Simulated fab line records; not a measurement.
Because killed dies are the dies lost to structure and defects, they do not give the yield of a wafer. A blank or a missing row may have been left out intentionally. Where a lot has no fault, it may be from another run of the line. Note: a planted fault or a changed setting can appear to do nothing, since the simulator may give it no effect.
fab line records    flow n5-finfet    part 1 of 2: steps 1 to 4 of 6
[record] lots = 23  wafers = 69  last-day = 17
route steps=1938 shown BEOL_M9@1455 BEOL_M10@1492 BEOL_M11@1552
lots that met no fault: taken from a fault-free run of the same line
start-h: start of the lot's first displayed wafer, in hours after the record's first day    wait-h: how many hours have passed since the lot's step before this one    " as in the row above    L1.1+2: one row covering several wafers at once    - no value, or no start given    * or withheld: withheld    < > ~ a bound
route shown NAME@n: names a module that has steps shown in the file, with the first one's number in the route    usual: the fault-free wafers' mean and standard deviation    same: alike in all rows    chamber/n: place in a boat    sites: each site's reading    _std_site: the values' standard deviation    _edge_site: the outer-site mean with the inner-site mean subtracted    radius-mm: how far each site lies from the wafer's centre    mask NAME#n: copy n    behind: the last tool/chamber to shape the wafer    hold: cause of the lot's hold/its duration in hours/its outcome    device: the n, p or np transistor that did not switch    end of line: the same wafers' tests at the end of the route    a step without rows: its recipe alone    killed: count of dies lost to structure and defects at first sort (not the wafer's yield)    map: a wafer's dies, x killed, . not, _ none there
set.NAME: setting as actually run; set.NAME@STEP: the setting as run at that earlier step    model.NAME: the simulator's own value behind a step, which no gauge read
steps of the route over a sample of lots; a table a step, a row a wafer
services: when a tool's chamber went out of use (start-h, in hours from the record's first day, below 0 if earlier), for how many hours, and the reason
[[steps]]
[step N5_BEOL_M9_CURE_72]
[recipe] temp-c = 370  time-s = 120  ambient = DMADMS/He  material = SiCOH_lowk
[usual] lamp-power-pct = 52.31/0.052  wafer_temp_C_max = 371.8/0.55
lot.wafer  tool        chamber  start-h  wait-h  lamp-power-pct  wafer_temp_C_max
L074.1     uv-cure-03  1        208.11   0.1     52.38           371.4
L074.2     "           1        "        "       52.34           371.1
L074.3     "           1        "        "       52.29           371.5
L075.2     uv-cure-03  2        211.52   0.1     52.35           371.8
L075.3     "           2        "        "       52.35           371.2
L075.6     "           2        "        "       52.37           371.6
L076.2     uv-cure-03  2        220.69   0.1     52.32           372.2
L076.5     "           2        "        "       52.31           372.4
L076.6     "           2        "        "       52.31           372.4
L077.1     uv-cure-01  0        222.88   0.0     52.39           372.0
L077.2     "           0        "        "       52.23           372.3
L077.5     "           0        "        "       52.34           371.6
L078.2     uv-cure-03  1        229.37   0.1     52.26           370.9
L078.4     "           1        "        "       52.28           371.3
L078.6     "           1        "        "       52.28           370.9
L079.1     uv-cure-03  0        235.81   0.3     52.27           371.0
L079.2     "           0        "        "       52.36           372.0
L079.4     "           0        "        "       52.32           371.6
L080.2     uv-cure-03  1        238.18   0.1     52.31           371.0
L080.3     "           1        "        "       52.26           371.2
L080.6     "           1        "        "       52.30           371.2
L082.2     uv-cure-02  0        252.82   0.1     52.26           372.2
L082.3     "           0        "        "       52.32           371.8
L082.6     "           0        "        "       52.32           372.1
L081.1     uv-cure-03  1        257.65   0.0     52.31           371.0
L081.3     "           1        "        "       52.26           371.3
L081.6     "           1        "        "       52.32           371.3
L084.1     uv-cure-01  0        267.37   0.0     52.19           372.5
L084.2     "           0        "        "       52.33           372.4
L084.4     "           0        "        "       52.24           372.4
L086.2     uv-cure-02  0        271.60   0.2     52.33           372.1
L086.3     "           0        "        "       52.27           372.6
L086.4     "           0        "        "       52.32           371.8
L085.1     uv-cure-02  0        283.29   0.0     52.31           371.4
L085.4     "           0        "        "       52.34           372.3
L085.5     "           0        "        "       52.26           372.0
L087.4     uv-cure-02  0        284.54   0.4     52.30           371.8
L087.5     "           0        "        "       52.24           371.8
L087.6     "           0        "        "       52.25           372.0
L089.2     uv-cure-02  2        290.01   0.1     52.26           371.9
L089.3     "           2        "        "       52.31           371.9
L089.6     "           2        "        "       52.35           372.9
L088.2     uv-cure-03  0        290.08   0.1     52.34           372.4
L088.4     "           0        "        "       52.36           371.6
L088.6     "           0        "        "       52.22           371.7
L090.4     uv-cure-03  0        308.39   0.2     52.35           372.0
L090.5     "           0        "        "       52.33           371.8
L090.6     "           0        "        "       52.37           371.8
L091.1     uv-cure-01  2        315.56   0.0     52.36           372.0
L091.4     "           2        "        "       52.32           372.0
L091.5     "           2        "        "       52.33           371.8
L092.1     uv-cure-01  2        317.82   0.0     52.30           371.5
L092.2     "           2        "        "       52.40           372.0
L092.4     "           2        "        "       52.41           372.2
L093.1     uv-cure-01  1        318.71   0.0     52.20           372.7
L093.3     "           1        "        "       52.32           372.5
L093.4     "           1        "        "       52.31           372.6
L094.4     uv-cure-03  1        330.86   0.4     52.30           371.2
L094.5     "           1        "        "       52.27           371.1
L094.6     "           1        "        "       52.35           371.2
L095.2     uv-cure-01  2        334.45   0.1     52.29           371.6
L095.3     "           2        "        "       52.28           371.5
L095.5     "           2        "        "       52.32           371.9
L097.3     uv-cure-01  0        342.74   0.6     52.30           372.6
L097.4     "           0        "        "       52.29           372.7
L097.6     "           0        "        "       52.33           373.3
L096.1     uv-cure-01  2        345.22   0.0     52.33           371.4
L096.2     "           2        "        "       52.33           371.6
L096.3     "           2        "        "       52.35           371.4
[step N5_BEOL_M9_DEP_56]
[recipe] material = SiCN  target-thk-a = 150  temp-c = withheld  precursor = 3MS/NH3  pressure-torr = 3  rf-w = 202  time-s = 26.5
[usual] rf-fwd-power-W = 199.8/1.2  showerhead-plenum-p-Torr = 3.661/0.015  throttle-valve-pct = 8.9/0.44
lot.wafer  tool      chamber  start-h  wait-h  rf-fwd-power-W  showerhead-plenum-p-Torr  since-wet-clean-h  throttle-valve-pct
L074.1     pecvd-02  2        210.68   0.0     200.2           3.647                     161                8.3
L074.2     "         0        "        "       201.2           3.669                     915                8.6
L074.3     "         2        "        "       201.1           3.649                     -                  8.2
L075.2     pecvd-02  0        214.40   0.0     200.4           3.647                     918                8.8
L075.3     "         0        "        "       200.2           3.665                     -                  8.8
L075.6     "         0        "        "       200.8           3.650                     -                  8.6
L076.2     pecvd-03  1        224.43   0.0     199.4           3.680                     2016               9.8
L076.5     "         0        "        "       199.4           3.677                     -                  9.1
L076.6     "         1        "        "       199.5           3.676                     -                  9.5
L077.1     pecvd-02  1        224.84   0.0     199.5           3.651                     1654               9.4
L077.2     "         2        "        "       200.1           3.650                     175                8.2
L077.5     "         1        "        "       199.1           3.652                     -                  9.3
L078.2     pecvd-03  0        231.27   0.0     199.1           3.690                     1298               8.7
L078.4     "         0        "        "       199.4           3.685                     -                  8.7
L078.6     "         1        "        "       200.5           3.682                     -                  9.4
L079.1     pecvd-01  0        238.98   0.0     200.6           3.663                     592                8.9
L079.2     "         1        "        "       200.8           3.666                     1849               9.0
L079.4     "         1        "        "       200.9           3.680                     -                  9.1
L080.2     pecvd-02  1        240.17   0.0     198.6           3.654                     1669               9.3
L080.3     "         2        "        "       199.9           3.652                     190                8.3
L080.6     "         2        "        "       201.0           3.644                     -                  8.0
L082.2     pecvd-01  1        255.36   0.0     201.7           3.674                     1865               9.2
L082.3     "         0        "        "       201.4           3.655                     609                8.8
L082.6     "         1        "        "       201.9           3.662                     -                  8.9
L081.1     pecvd-02  1        260.66   0.0     198.8           3.655                     1690               9.1
L081.3     "         0        "        "       199.4           3.656                     965                8.6
L081.6     "         1        "        "       197.7           3.643                     -                  9.3
L084.1     pecvd-01  1        269.80   0.0     201.5           3.672                     1880               9.0
L084.2     "         2        "        "       200.5           3.669                     401                8.8
L084.4     "         0        "        "       201.1           3.656                     -                  8.7
L086.2     pecvd-03  0        273.81   0.0     199.2           3.677                     1340               8.5
L086.3     "         2        "        "       197.3           3.647                     586                9.0
L086.4     "         2        "        "       199.1           3.642                     -                  9.4
L085.1     pecvd-03  0        285.64   0.0     199.5           3.675                     1352               8.7
L085.4     "         2        "        "       198.4           3.647                     -                  9.3
L085.5     "         1        "        "       199.9           3.669                     -                  9.8
L087.4     pecvd-02  1        286.69   0.0     198.9           3.650                     -                  9.6
L087.5     "         0        "        "       199.5           3.657                     -                  8.5
L087.6     "         2        "        "       200.7           3.642                     -                  8.3
L089.2     pecvd-01  1        293.13   0.0     201.8           3.669                     1903               8.9
L089.3     "         2        "        "       201.3           3.672                     424                8.7
L089.6     "         2        "        "       201.3           3.667                     -                  8.6
L088.2     pecvd-02  0        293.35   0.0     201.4           3.661                     997                8.8
L088.4     "         0        "        "       200.9           3.649                     -                  8.6
L088.6     "         1        "        "       199.0           3.652                     -                  9.5
L090.4     pecvd-03  0        310.46   0.0     198.1           3.688                     -                  8.6
L090.5     "         0        "        "       198.5           3.688                     -                  8.9
L090.6     "         2        "        "       197.5           3.642                     -                  9.1
L091.1     pecvd-03  1        317.65   0.0     199.5           3.673                     2109               9.4
L091.4     "         0        "        "       198.6           3.686                     -                  8.7
L091.5     "         2        "        "       197.7           3.640                     -                  9.1
L092.1     pecvd-03  0        320.56   0.0     198.9           3.681                     1387               9.0
L092.2     "         1        "        "       199.4           3.677                     2112               9.6
L092.4     "         0        "        "       199.4           3.684                     -                  8.7
L093.1     pecvd-02  2        321.19   0.0     200.2           3.647                     271                8.6
L093.3     "         1        "        "       198.8           3.655                     1750               9.4
L093.4     "         2        "        "       200.9           3.650                     -                  8.3
L094.4     pecvd-03  0        332.90   0.0     198.6           3.675                     -                  8.5
L094.5     "         1        "        "       200.0           3.673                     -                  9.9
L094.6     "         2        "        "       198.3           3.644                     -                  9.4
L095.2     pecvd-01  2        336.89   0.0     200.5           3.670                     468                8.8
L095.3     "         2        "        "       201.0           3.668                     -                  8.4
L095.5     "         1        "        "       200.7           3.672                     -                  9.2
L097.3     pecvd-02  2        345.58   0.0     200.4           3.655                     -                  8.3
L097.4     "         1        "        "       197.5           3.654                     -                  9.6
L097.6     "         1        "        "       197.0           3.662                     -                  9.6
L096.1     pecvd-01  1        349.07   0.0     201.6           3.668                     1959               9.0
L096.2     "         2        "        "       200.9           3.661                     480                8.6
L096.3     "         0        "        "       201.0           3.650                     702                8.8
[step N5_BEOL_M10_STRIP_19]
[recipe] chemistry = O2  power-w = 400  temp-c = 40  pressure-mtorr = 30  rf-frequency-hz = 6e+07  bias-power-w = 0  overash-fraction = 0.2  o2-flow-sccm = 225
[usual] drypump-motor-current-A = 5.9/0.37  oes-product-au = 0.82/0.082  rf-vpp-V = 3.6/0.59  showerhead-plenum-p-Torr = 2.10/0.041  throttle-valve-pct = 16.69/0.3
lot.wafer  tool         chamber  start-h  wait-h  drypump-motor-current-A  oes-product-au  rf-hours-counter-h  rf-vpp-V  showerhead-plenum-p-Torr  throttle-valve-pct
L074.1     rie-diel-02  1        213.14   0.1     6.3                      0.88            46                  4.0       2.14                      16.76
L074.2     "            2        "        "       6.0                      0.80            110                 3.4       2.12                      16.46
L074.3     "            3        "        "       5.6                      0.70            229                 2.8       2.14                      16.70
L075.2     rie-diel-01  1        216.67   0.3     5.8                      0.93            28                  4.0       2.14                      16.55
L075.3     "            2        "        "       6.4                      0.92            16                  4.3       2.13                      16.30
L075.6     "            0        "        "       5.9                      0.72            -                   4.2       2.00                      17.16
L076.2     rie-diel-04  1        227.27   0.1     6.6                      0.81            79                  3.4       2.03                      16.65
L076.5     "            0        "        "       5.9                      0.89            -                   3.7       2.13                      16.16
L076.6     "            3        "        "       5.2                      0.69            -                   4.2       2.05                      17.10
L077.1     rie-diel-04  3        227.93   0.3     5.2                      0.68            251                 3.6       2.05                      17.09
L077.2     "            1        "        "       6.6                      0.81            80                  3.4       2.03                      16.61
L077.5     "            3        "        "       5.2                      0.69            -                   3.4       2.05                      17.11
L078.2     rie-diel-01  2        234.18   0.1     6.4                      0.91            22                  4.5       2.13                      16.31
L078.4     "            0        "        "       5.9                      0.71            233                 2.9       2.00                      17.18
L078.6     "            2        "        "       6.5                      0.91            -                   2.7       2.13                      16.34
L079.1     rie-diel-01  1        242.92   0.1     5.8                      0.92            38                  3.1       2.14                      16.56
L079.2     "            3        "        "       5.6                      0.78            149                 3.1       2.11                      17.08
L079.4     "            2        "        "       6.5                      0.92            26                  2.4       2.13                      16.32
L080.2     rie-diel-04  0        243.21   0.1     5.9                      0.89            44                  3.8       2.13                      16.18
L080.3     "            1        "        "       6.6                      0.80            87                  4.1       2.03                      16.66
L080.6     "            2        "        "       5.4                      0.99            -                   2.2       2.17                      16.63
L082.2     rie-diel-02  1        258.80   0.1     6.3                      0.84            66                  3.2       2.14                      16.79
L082.3     "            2        "        "       6.0                      0.78            118                 3.3       2.12                      16.50
L082.6     "            0        "        "       5.9                      0.75            -                   4.1       2.09                      16.96
L081.1     rie-diel-04  3        263.15   0.3     5.2                      0.96            5                   3.2       2.05                      16.71
L081.3     "            0        "        "       5.9                      0.87            52                  4.3       2.13                      16.17
L081.6     "            2        "        "       5.4                      0.94            -                   3.4       2.16                      16.64
L084.1     rie-diel-01  2        272.54   0.1     6.5                      0.89            36                  3.9       2.12                      16.35
L084.2     "            1        "        "       5.8                      0.89            48                  3.6       2.14                      16.59
L084.4     "            0        "        "       5.9                      0.70            247                 3.1       2.00                      17.21
L086.2     rie-diel-02  2        275.97   0.1     6.0                      0.78            125                 4.4       2.12                      16.48
L086.3     "            1        "        "       6.3                      0.82            73                  4.2       2.13                      16.79
L086.4     "            2        "        "       6.0                      0.77            -                   4.0       2.12                      16.51
L085.1     rie-diel-01  3        290.77   0.1     5.6                      0.78            163                 3.5       2.11                      17.10
L085.4     "            2        "        "       6.4                      0.89            -                   3.1       2.12                      16.36
L085.5     "            1        "        "       5.8                      0.90            -                   3.6       2.13                      16.59
L087.4     rie-diel-01  2        291.56   0.2     6.4                      0.88            -                   2.8       2.12                      16.36
L087.5     "            3        "        "       5.6                      0.78            -                   2.8       2.11                      17.11
L087.6     "            1        "        "       5.8                      0.89            -                   2.9       2.13                      16.60
L089.2     rie-diel-02  3        295.54   0.1     5.6                      0.98            4                   3.9       2.13                      16.31
L089.3     "            2        "        "       6.0                      0.78            131                 2.7       2.12                      16.50
L089.6     "            1        "        "       6.2                      0.82            -                   3.8       2.13                      16.83
L088.2     rie-diel-01  2        295.58   0.1     6.5                      0.87            46                  4.1       2.12                      16.36
L088.4     "            1        "        "       5.8                      0.87            -                   3.5       2.13                      16.61
L088.6     "            3        "        "       5.6                      0.76            -                   4.2       2.11                      17.11
L090.4     rie-diel-02  1        312.84   0.1     6.2                      0.81            86                  3.5       2.13                      16.83
L090.5     "            3        "        "       5.6                      0.95            -                   4.1       2.13                      16.33
L090.6     "            0        "        "       5.9                      0.71            -                   2.5       2.08                      17.01
L091.1     rie-diel-04  0        321.02   0.1     5.9                      0.84            75                  3.0       2.12                      16.22
L091.4     "            3        "        "       5.2                      0.89            27                  2.6       2.04                      16.74
L091.5     "            0        "        "       5.9                      0.83            -                   3.7       2.12                      16.24
L092.1     rie-diel-02  3        322.94   0.1     5.6                      0.93            14                  3.9       2.13                      16.32
L092.2     "            2        "        "       6.0                      0.77            141                 3.7       2.11                      16.56
L092.4     "            1        "        "       6.3                      0.80            90                  4.4       2.13                      16.85
L093.1     rie-diel-02  1        323.55   0.1     6.3                      0.81            90                  3.1       2.13                      16.84
L093.3     "            0        "        "       5.9                      0.71            218                 5.1       2.08                      17.01
L093.4     "            2        "        "       6.0                      0.77            141                 3.1       2.11                      16.53
L094.4     rie-diel-02  0        335.72   0.1     5.9                      0.72            222                 3.8       2.08                      17.03
L094.5     "            0        "        "       5.9                      0.71            -                   4.2       2.08                      17.00
L094.6     "            3        "        "       5.6                      0.93            -                   3.4       2.13                      16.31
L095.2     rie-diel-02  1        340.36   0.1     6.3                      0.81            97                  4.3       2.13                      16.84
L095.3     "            2        "        "       6.0                      0.76            147                 4.3       2.11                      16.51
L095.5     "            1        "        "       6.3                      0.80            -                   4.3       2.13                      16.85
L097.3     rie-diel-04  2        349.40   0.1     5.4                      0.90            38                  4.5       2.15                      16.73
L097.4     "            1        "        "       6.6                      0.77            126                 4.2       2.02                      16.71
L097.6     "            3        "        "       5.2                      0.88            -                   3.3       2.04                      16.75
L096.1     rie-diel-02  0        352.72   0.2     5.9                      0.71            228                 3.4       2.08                      17.02
L096.2     "            1        "        "       6.3                      0.80            99                  4.3       2.13                      16.86
L096.3     "            3        "        "       5.6                      0.92            23                  4.4       2.12                      16.34
[step N5_BEOL_M11_DESCUM_16]
[recipe] chemistry = O2  time-s = 7.9  source-power-w = 50  bias-power-w = 20  pressure-mtorr = 20  rf-frequency-hz = 2.712e+07  temp-c = 40  resist = CAR-ArF  o2-flow-sccm = 225
[usual] drypump-motor-current-A = 5.75/0.3  oes-product-au = 0.75/0.072  rf-fwd-power-W = 49.43/0.23  rf-vpp-V = 243.2/1.5  showerhead-plenum-p-Torr = 2.09/0.077  throttle-valve-pct = 20.49/0.23
lot.wafer  tool         chamber  start-h  wait-h  drypump-motor-current-A  oes-product-au  rf-fwd-power-W  rf-hours-counter-h  rf-vpp-V  showerhead-plenum-p-Torr  throttle-valve-pct
L074.1     rie-diel-05  3        219.42   0.3     6.14                     0.90            49.47           25                  245.6     2.22                      20.50
L074.2     "            0        "        "       5.86                     0.76            49.58           157                 243.6     2.01                      20.72
L074.3     "            1        "        "       5.72                     0.72            49.15           173                 242.7     2.07                      20.00
L075.2     rie-diel-05  3        224.38   0.8     6.14                     0.88            49.76           28                  245.4     2.22                      20.52
L075.3     "            0        "        "       5.83                     0.75            49.64           160                 242.1     2.01                      20.71
L075.6     "            1        "        "       5.72                     0.73            49.17           -                   242.8     2.07                      20.01
L077.1     rie-diel-03  3        236.03   0.0     5.24                     0.74            49.62           197                 244.3     2.07                      20.46
L077.2     "            0        "        "       5.40                     0.69            49.50           216                 242.8     2.05                      20.52
L077.5     "            3        "        "       5.25                     0.73            49.58           -                   243.7     2.07                      20.47
L076.2     rie-diel-05  0        236.54   0.0     5.83                     0.74            49.22           166                 241.7     2.01                      20.72
L076.5     "            0        "        "       5.82                     0.74            49.25           -                   239.7     2.01                      20.72
L076.6     "            3        "        "       6.13                     0.87            49.82           -                   245.6     2.22                      20.52
L078.2     rie-diel-05  3        242.46   0.0     6.14                     0.88            49.54           35                  244.6     2.22                      20.51
L078.4     "            2        "        "       5.59                     0.83            49.78           66                  243.0     2.11                      20.23
L078.6     "            3        "        "       6.13                     0.88            49.38           -                   243.8     2.22                      20.52
L079.1     rie-diel-03  0        248.76   0.0     5.36                     0.69            49.57           221                 242.2     2.05                      20.51
L079.2     "            3        "        "       5.25                     0.72            49.32           201                 244.5     2.06                      20.47
L079.4     "            1        "        "       6.24                     0.69            49.38           -                   240.9     1.99                      20.66
L080.2     rie-diel-03  3        250.92   0.8     5.23                     0.73            49.44           203                 242.3     2.06                      20.50
L080.3     "            0        "        "       5.38                     0.69            49.87           222                 242.6     2.05                      20.52
L080.6     "            3        "        "       5.25                     0.73            49.31           -                   244.0     2.06                      20.47
L082.2     rie-diel-05  2        265.55   0.0     5.57                     0.82            49.55           72                  246.2     2.11                      20.22
L082.3     "            1        "        "       5.75                     0.71            49.23           189                 244.8     2.06                      20.04
L082.6     "            2        "        "       5.58                     0.84            49.46           -                   244.5     2.11                      20.24
L081.1     rie-diel-06  1        269.90   0.1     5.93                     0.71            49.36           198                 244.3     2.18                      20.66
L081.3     "            0        "        "       5.81                     0.71            49.37           179                 243.1     2.08                      20.75
L081.6     "            1        "        "       5.91                     0.71            49.44           -                   243.6     2.18                      20.64
L084.1     rie-diel-06  3        281.24   0.0     5.78                     0.86            49.27           68                  244.3     2.13                      20.75
L084.2     "            1        "        "       5.93                     0.71            49.16           202                 246.4     2.18                      20.66
L084.4     "            2        "        "       5.54                     0.68            48.96           239                 243.5     2.07                      20.50
L086.2     rie-diel-06  0        281.90   0.1     5.82                     0.71            49.10           180                 244.6     2.08                      20.73
L086.3     "            2        "        "       5.52                     0.69            48.87           239                 242.2     2.07                      20.50
L086.4     "            1        "        "       5.91                     0.71            49.22           202                 244.4     2.18                      20.68
L085.1     rie-diel-03  0        297.42   0.0     5.39                     0.68            49.65           238                 243.3     2.04                      20.53
L085.4     "            2        "        "       5.51                     0.86            49.67           32                  244.9     2.24                      20.42
L085.5     "            0        "        "       5.40                     0.68            49.66           -                   241.8     2.04                      20.53
L087.4     rie-diel-03  2        298.17   0.0     5.51                     0.85            49.61           33                  244.7     2.24                      20.41
L087.5     "            1        "        "       6.25                     0.68            49.36           -                   242.7     1.99                      20.71
L087.6     "            0        "        "       5.39                     0.68            49.69           -                   244.4     2.04                      20.54
L088.2     rie-diel-05  2        301.23   0.0     5.60                     0.81            49.55           80                  244.4     2.11                      20.24
L088.4     "            3        "        "       6.12                     0.85            49.77           52                  245.4     2.21                      20.55
L088.6     "            3        "        "       6.10                     0.85            49.74           -                   245.8     2.21                      20.55
L089.2     rie-diel-05  1        303.66   0.2     5.76                     0.71            48.85           202                 241.9     2.06                      20.06
L089.3     "            2        "        "       5.57                     0.82            49.59           80                  243.2     2.11                      20.25
L089.6     "            0        "        "       5.86                     0.73            49.62           -                   241.4     2.00                      20.76
L090.4     rie-diel-05  1        320.37   0.0     5.70                     0.70            49.33           208                 243.2     2.06                      20.06
L090.5     "            2        "        "       5.57                     0.81            49.40           -                   242.6     2.10                      20.25
L090.6     "            1        "        "       5.70                     0.70            49.37           -                   243.3     2.06                      20.06
L091.1     rie-diel-05  1        328.35   0.0     5.76                     0.70            49.19           210                 240.6     2.06                      20.06
L091.4     "            3        "        "       6.05                     0.84            49.54           58                  244.8     2.21                      20.56
L091.5     "            0        "        "       5.83                     0.72            49.54           -                   241.6     2.00                      20.75
L092.1     rie-diel-05  1        332.40   0.2     5.73                     0.69            49.25           211                 244.2     2.06                      20.08
L092.2     "            3        "        "       6.10                     0.83            49.54           59                  245.8     2.21                      20.57
L092.4     "            2        "        "       5.57                     0.82            49.36           89                  244.3     2.10                      20.25
L093.1     rie-diel-03  3        335.30   0.0     5.22                     0.71            49.24           229                 244.2     2.05                      20.53
L093.3     "            1        "        "       6.25                     0.67            49.27           242                 241.5     1.98                      20.72
L093.4     "            0        "        "       5.39                     0.67            49.58           248                 243.7     2.04                      20.56
L094.4     rie-diel-05  0        343.10   0.0     5.84                     0.71            49.60           199                 242.4     1.99                      20.76
L094.5     "            2        "        "       5.60                     0.81            49.52           -                   244.0     2.10                      20.26
L094.6     "            3        "        "       6.13                     0.84            49.31           -                   243.6     2.21                      20.56
L095.2     rie-diel-03  1        346.25   0.0     6.24                     0.67            49.51           245                 240.1     1.98                      20.71
L095.3     "            2        "        "       5.58                     0.84            49.55           45                  245.9     2.23                      20.42
L095.5     "            3        "        "       5.20                     0.71            49.23           -                   243.6     2.05                      20.51
L097.3     rie-diel-05  1        357.00   0.4     5.74                     0.69            49.08           219                 244.5     2.05                      20.06
L097.4     "            0        "        "       5.84                     0.71            49.48           204                 242.0     1.99                      20.79
L097.6     "            1        "        "       5.74                     0.69            49.27           -                   244.1     2.05                      20.06
L096.1     rie-diel-03  0        360.49   0.3     5.39                     0.98            49.88           1                   243.1     2.04                      20.05
L096.2     "            3        "        "       5.23                     0.70            49.35           239                 243.3     2.05                      20.51
L096.3     "            2        "        "       5.56                     0.82            49.77           52                  247.0     2.23                      20.43
